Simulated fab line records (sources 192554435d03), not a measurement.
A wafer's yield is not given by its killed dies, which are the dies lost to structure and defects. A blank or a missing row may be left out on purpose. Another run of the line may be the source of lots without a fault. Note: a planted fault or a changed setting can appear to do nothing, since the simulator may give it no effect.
Which tool was responsible? -- flow n5-finfet -- 11 lots, 32 wafers sampled, at 4 steps of a route of 1938

== WHAT EACH GAUGE READ, for each wafer ==
N5_BEOL_M6_OCD_MEAS_38. Usual: trench-depth-nm 93.6 nm, standard deviation 1.9.
lot,measured,on,trench-depth-nm (nm),flag
L452,day 8 09:18,ocd-01,91.1 92.6 91.6,
L453,day 8 14:37,ocd-02,97.1 96.1 95.0,
L454,day 9 05:40,ocd-01,91.2 93.7 90.9,
L456,day 9 05:44,ocd-02,91.6 93.4 90.5,
L458,day 9 13:02,ocd-01,96.3 94.7 90.4,
L457,day 9 19:17,ocd-01,93.8 94.3,
L462,day 11 07:32,ocd-01,95.6 93.8 95.5,
L463,day 11 07:39,ocd-01,90.3 94.2 91.4,
L470,day 13 08:49,ocd-02,91.2 95.8 94.2,
L474,day 14 09:43,ocd-02,96.2 94.5 94.1,
L475,day 14 11:56,ocd-02,94.2 94.5 95.1,

N5_BEOL_M7_THK_MEAS_01. Usual: M7_ILD_THK typically reads 154.0 nm, with standard deviation 2.2.
lot,measured,on,M7_ILD_THK (nm),flag
L452,day 8 14:50,film-metro-01,156.5 157.1 158.4,
L453,day 8 19:37,film-metro-01,152.0 155.3 153.4,
L454,day 9 08:44,film-metro-01,155.1 156.8 155.4,
L456,day 9 09:05,film-metro-01,151.0 154.6 156.7,
L458,day 9 16:57,film-metro-01,150.1 155.4 153.4,
L457,day 10 01:19,film-metro-01,156.7 157.3,
L462,day 11 11:07,film-metro-01,152.0 154.0 154.3,
L463,day 11 12:11,film-metro-01,151.6 152.2 134.0,OFF
L470,day 13 12:47,film-metro-01,156.5 153.6 156.3,
L474,day 14 13:17,film-metro-01,151.7 153.8 151.6,
L475,day 14 14:53,film-metro-01,150.9 150.3 155.6,

== WHICH TOOL RAN EACH LOT (tool, then ch and the chambers of the sampled wafers, then the start) ==
lot,N5_BEOL_M6_DEP_56,N5_BEOL_M7_ILD_DEP_00
L452,"pecvd-04 ch 0,1,2, day 8 14:07","pecvd-03 ch 1,2, day 8 14:15"
L453,"pecvd-04 ch 0,2, day 8 18:53","pecvd-02 ch 1,2, day 8 19:02"
L454,"pecvd-01 ch 1,2, day 9 07:46","pecvd-02 ch 0,1,2, day 9 07:57"
L456,"pecvd-01 ch 0,2, day 9 08:11","pecvd-02 ch 0,1, day 9 08:30"
L458,"pecvd-01 ch 0,1, day 9 16:14","pecvd-02 ch 0,2, day 9 16:22"
L457,"pecvd-04 ch 2, day 9 23:00","pecvd-04 ch 0,2, day 9 23:09"
L462,"pecvd-04 ch 0,1, day 11 10:08","pecvd-02 ch 0,1, day 11 10:17"
L463,"pecvd-01 ch 1,2, day 11 10:59","pecvd-04 ch 0,1,2, day 11 11:08"
L470,"pecvd-01 ch 0,1,2, day 13 12:05","pecvd-02 ch 0,1,2, day 13 12:13"
L474,"pecvd-01 ch 0,2, day 14 12:34","pecvd-03 ch 0,2, day 14 12:42"
L475,"pecvd-03 ch 1,2, day 14 14:11","pecvd-03 ch 0,1,2, day 14 14:19"
- N5_BEOL_M6_DEP_56: deposits SiCN from 3MS/NH3, target thk 10 nm, time 17.5 s.
- N5_BEOL_M7_ILD_DEP_00: deposits SiCOH lowk from DEMS/porogen, target thk 179.75 nm, time 33.4 s.

== WHAT THE TOOLS THEMSELVES READ (means of the sampled wafers that have a number; where no wafer has one, the mark that the record gives instead) ==
N5_BEOL_M6_DEP_56. Usual: showerhead-plenum-p-Torr 3.663 Torr, standard deviation 0.01; throttle-valve-pct 8.9 %, standard deviation 0.48.
lot,tool,showerhead-plenum-p-Torr (Torr),throttle-valve-pct (%),flag
L452,pecvd-04,3.666,8.7,
L453,pecvd-04,3.675,8.4,
L454,pecvd-01,3.664,8.8,
L456,pecvd-01,3.657,9.1,
L458,pecvd-01,3.664,8.6,
L457,pecvd-04,3.683,8.6,
L462,pecvd-04,3.645,9.1,
L463,pecvd-01,3.665,8.9,
L470,pecvd-01,3.660,8.9,
L474,pecvd-01,3.669,9.2,
L475,pecvd-03,3.666,9.1,

N5_BEOL_M7_ILD_DEP_00. Usual: heater-power-outer-w 142 W, standard deviation 39; heater-power-w 306 W, standard deviation 59; showerhead-plenum-p-Torr 5.738 Torr, standard deviation 0.012; susceptor-temp-C 300.02 C, standard deviation 0.2; throttle-valve-pct 14.2 %, standard deviation 0.99.
lot,tool,heater-power-outer-w (W),heater-power-w (W),showerhead-plenum-p-Torr (Torr),susceptor-temp-C (C),throttle-valve-pct (%),flag
L452,pecvd-03,123,263,5.730,300.02,14.6,
L453,pecvd-02,178,350,5.742,299.95,14.2,
L454,pecvd-02,141,315,5.743,299.85,14.8,
L456,pecvd-02,117,299,5.737,300.22,15.1,
L458,pecvd-02,148,317,5.745,300.07,14.8,
L457,pecvd-04,172,357,5.747,300.20,13.1,
L462,pecvd-02,136,323,5.741,300.19,15.3,
L463,pecvd-04,169,350,5.739,309.14,13.3,OFF
L470,pecvd-02,145,321,5.738,299.92,14.8,
L474,pecvd-03,107,247,5.738,300.37,13.8,
L475,pecvd-03,131,272,5.743,299.80,14.4,

== THE ANSWER, worked out from the rows above alone ==
Rule: a lot counts as off when the mean over its wafers that have a number is more than 3 standard deviations away from the usual mean. A lot without any number at a reading at which 4 lots or more have one is off too. The other lots that the step has rows for count as sound. The gauges are gone through in route order, then the tools' own readings, and for those a lot's mean is taken as printed above. The first step at which some lot is off is used, and at that step the reading that is off furthest; a lot without a number counts as furthest.
Off: L463, seen at N5_BEOL_M7_THK_MEAS_01 (M7_ILD_THK).
A tool fits if, at a process step before that reading, it ran every lot that is off, and no sound lot after the first of them. The gauges at N5_BEOL_M7_THK_MEAS_01 aren't tried: what is off there is off at N5_BEOL_M7_ILD_DEP_00 too, on other tools, and a gauge's error can't cause that. One candidate fits, namely pecvd-04 at N5_BEOL_M7_ILD_DEP_00. A fault onset in the window from L457 (day 9 23:09, its last sound lot) to L463 (day 11 11:08, its first lot off) fits.
The tool's own readings at N5_BEOL_M7_ILD_DEP_00 bear it out: on the lots that are off they differ by more than 5 times the standard deviation of the sound lots' means. susceptor-temp-C reads 309.14 C there against 300.06 C on the sound lots.

== WHAT THE SIMULATOR HAD INSERTED ==
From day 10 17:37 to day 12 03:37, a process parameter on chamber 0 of pecvd-04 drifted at N5_BEOL_M7_ILD_DEP_00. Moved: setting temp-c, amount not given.
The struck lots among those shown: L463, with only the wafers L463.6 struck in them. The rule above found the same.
